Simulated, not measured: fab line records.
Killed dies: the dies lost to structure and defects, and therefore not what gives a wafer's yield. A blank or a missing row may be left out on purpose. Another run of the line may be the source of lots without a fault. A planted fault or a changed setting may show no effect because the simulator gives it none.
Struck lot and sound lot, side by side    flow nandHarc    30 out of 1302 route steps
Sound: these wafers, L656.3, L656.4, L656.6. Struck: wafer L664.4. (L664.3, L664.6 of the same lot were not struck and are left out.) The cause comes at the end.
Each step with rows lists, per side, the tool, then ch with its chambers, then its first start. Under that, the readings that differ: sound wafers    struck wafers    difference of the means    sigmas: that difference in standard deviations of wafers without a fault.
alike: same words and numbers on both sides, and readings whose means sit less than 2 such deviations apart. not compared: any withheld reading, any reading some wafer has no value for, any bound like >300 that may hide the same value, and any number with overlapping values for which the record gives no deviation.
A row with sigmas, a row that says differs or no value, or rows on one side alone: a step with any of these is where the two part. Numbers that have no deviation but don't overlap get no sigmas and don't part them. Lack of a reading on every wafer of one side parts them only where that side has two or more wafers.

first, 7 steps without rows for these wafers: NHARC_A_CHANNEL_HOLE_D1_COAT_37 (time 65 s); NHARC_A_CHANNEL_HOLE_D1_COAT_04 (resist thk 90 nm); NHARC_A_CHANNEL_HOLE_D1_SOFTBAKE_05 (time 55 s); NHARC_A_CHANNEL_HOLE_D1_EBR_06; NHARC_A_CHANNEL_HOLE_D1_EXPOSE_07 (exposes mask HOLE D1, target cd 100 nm); NHARC_A_CHANNEL_HOLE_D1_PEB_08 (peb time 65 s); NHARC_A_CHANNEL_HOLE_D1_DEVELOP_09 (develop time 35 s).
NHARC_A_CHANNEL_HOLE_D1_CD_MEAS_10: target cd 100 nm.
  sound on cdSem-03 ch 0, day 9 15:20; struck on cdSem-02 ch 0, day 13 07:21
reading    sound              struck  difference  sigmas
cdNm (nm)  100.1 100.0 100.4  102.8   +2.6        +6
NHARC_A_CHANNEL_HOLE_D1_OVL_MEAS_11:
  sound on overlay-01, day 9 15:26; struck on overlay-02, day 13 07:26
reading          sound         struck  difference  sigmas
overlayXNm (nm)  -0.1 0.0 0.2  -1.6    -1.6        -2
  alike: overlayYNm
NHARC_A_CHANNEL_HOLE_D1_INSPECT_12:
  sound on defectInspect-01, day 9 15:28; struck on defectInspect-01, day 13 07:28
reading         sound  struck  difference  sigmas
rawDefectCount  2 2 3  8       +6          +2
then, 1 step without rows for these wafers: NHARC_A_CHANNEL_HOLE_D1_DESCUM_15 (chemistry O2, time 3 s).
NHARC_A_CHANNEL_HOLE_D1_ETCH_38: etches the open film in CF4, target depth 39 nm, time 65 s.
  sound on rieDiel-11 ch 1,2,3, day 9 15:40; struck on rieDiel-03 ch 0, day 13 07:37
reading     sound              struck  difference  sigmas
rfVppV (V)  151.6 151.0 150.6  152.9   +1.8        +2
  alike: chamberPressureMTorr, drypumpMotorCurrentA, oesProductAu, rfFwdPowerW, runLengthS, showerheadPlenumPTorr, throttleValvePct
  not compared: rfHoursCounterH
NHARC_A_CHANNEL_HOLE_D1_ETCH_39: etches the open film in N2/H2, target depth 260 nm, time 325 s.
  sound on rieDiel-11 ch 0,1,2, day 9 15:46; struck on rieDiel-03 ch 0, day 13 07:44
reading         sound              struck  difference  sigmas
runLengthS (s)  346.6 345.7 347.0  267.6   -78.8       -99 or more
  alike: chamberPressureMTorr, drypumpMotorCurrentA, oesProductAu, rfVppV, showerheadPlenumPTorr, throttleValvePct
  not compared: rfFwdPowerW, rfHoursCounterH
then, 2 steps without rows for these wafers: NHARC_A_CHANNEL_HOLE_D1_ETCH_34 (etches the open film in CF4/CHF3, target depth 154 nm, time 77 s); NHARC_A_CHANNEL_HOLE_D1_ETCH_16 (etches the open film in O2/COS, target depth 3100 nm, time 806 s).
NHARC_A_CHANNEL_HOLE_D1_CD_MEAS_18:
  sound on cdSem-03, day 9 16:41; struck on cdSem-02, day 13 08:39
  alike: cdNm
then, 2 steps without rows for these wafers: NHARC_A_CHANNEL_HOLE_D1_ETCH_19 (etches the open film in C4F8/O2/Ar, time 34.5 s); NHARC_A_CHANNEL_HOLE_D1_ETCH_20 (etches the open film in C4F8/O2/Ar, time 361.9 s, target depth 1600 nm).
NHARC_A_CHANNEL_HOLE_D1_ETCH_21: etches the open film in C4F8/O2/Ar, time 514.3 s, target depth 1600 nm.
  sound on harEtch-01 ch 0,1, day 9 19:07; struck on harEtch-02 ch 1, day 13 09:18
  alike: chamberPressureMTorr, drypumpMotorCurrentA, o2FlowSccm, runLengthS, showerheadPlenumPTorr, tempC, throttleValvePct
  not compared: rfHoursCounterH
then, 3 steps without rows for these wafers: NHARC_A_CHANNEL_HOLE_D1_ETCH_22 (etches the open film in C4F8/O2/Ar, time 666.7 s, target depth 1600 nm); NHARC_A_CHANNEL_HOLE_D1_ETCH_23 (etches the open film in C4F8/O2/Ar, time 819 s, target depth 1600 nm); NHARC_A_CHANNEL_HOLE_D1_ETCH_24 (etches the open film in C4F8/O2/Ar, time 906.2 s, target depth 1500 nm).
NHARC_A_CHANNEL_HOLE_D1_ETCH_25: etches the open film in C4F8/O2/Ar, time 1040.2 s, target depth 1500 nm.
  sound on harEtch-01 ch 0,1, day 9 21:44; struck on harEtch-02 ch 1, day 13 11:54
  alike: chamberPressureMTorr, drypumpMotorCurrentA, o2FlowSccm, runLengthS, showerheadPlenumPTorr, tempC, throttleValvePct
  not compared: rfHoursCounterH
then, 1 step without rows for these wafers: NHARC_A_CHANNEL_HOLE_D1_ETCH_26 (etches the open film in C4F8/O2/Ar, time 224.1 s, target depth 300 nm).
NHARC_A_CHANNEL_HOLE_D1_ETCH_33: etches the open film in C4F8/O2/Ar, time 90 s, target depth 400 nm.
  sound on harEtch-01 ch 0,1, day 9 22:35; struck on harEtch-02 ch 1, day 13 12:45
reading    sound                 struck  difference  sigmas
tempC (C)  -20.12 -19.93 -20.03  -19.70  +0.33       +3
  alike: chamberPressureMTorr, drypumpMotorCurrentA, o2FlowSccm, rfFwdPowerW, runLengthS, showerheadPlenumPTorr, throttleValvePct
  not compared: rfHoursCounterH
then, 3 steps without rows for these wafers: NHARC_A_CHANNEL_HOLE_D1_STRIP_41 (strips in N2/H2); NHARC_A_CHANNEL_HOLE_D1_STRIP_42 (strips in CF4/CHF3); NHARC_A_CHANNEL_HOLE_D1_STRIP_43 (strips in O2/COS).
NHARC_A_CHANNEL_HOLE_D1_ETCH_44: etches the open film in CF4/O2, target depth 140 nm, overetch 14 nm, time 77 s.
  sound on rieDiel-03 ch 0,2,3, day 9 23:16; struck on rieDiel-03 ch 2, day 13 13:29
reading                            sound              struck  difference  sigmas
o2FlowSccm (sccm)                  19.89 19.97 19.98  20.08   +0.13       +2
oes_ar_750_au (a.u.)               1.005 0.997 0.995  1.009   +0.010      +2
model.A_CHANNEL_HOLE_D1.cdNm (nm)  89.27 90.93 91.04  92.39   +1.98       
  alike: chamberPressureMTorr, drypumpMotorCurrentA, oes_f_703_au, oesProductAu, rfFwdPowerW, rfVppV, runLengthS, showerheadPlenumPTorr, throttleValvePct
  not compared: rfHoursCounterH
NHARC_A_CHANNEL_HOLE_D1_STRIP_27: strips in O2.
  sound on rieDiel-03 ch 0,3; struck on rieDiel-03 ch 3
  alike: chamberPressureMTorr, drypumpMotorCurrentA, o2FlowSccm, oesProductAu, rfVppV, showerheadPlenumPTorr, throttleValvePct
  not compared: rfHoursCounterH

## WHERE THEY PART
At NHARC_A_CHANNEL_HOLE_D1_CD_MEAS_10 first; at NHARC_A_CHANNEL_HOLE_D1_ETCH_44 last (within this record only). Later steps at which nothing parts them and some readings are alike: NHARC_A_CHANNEL_HOLE_D1_STRIP_27.

WHY: what had been put in by the simulator
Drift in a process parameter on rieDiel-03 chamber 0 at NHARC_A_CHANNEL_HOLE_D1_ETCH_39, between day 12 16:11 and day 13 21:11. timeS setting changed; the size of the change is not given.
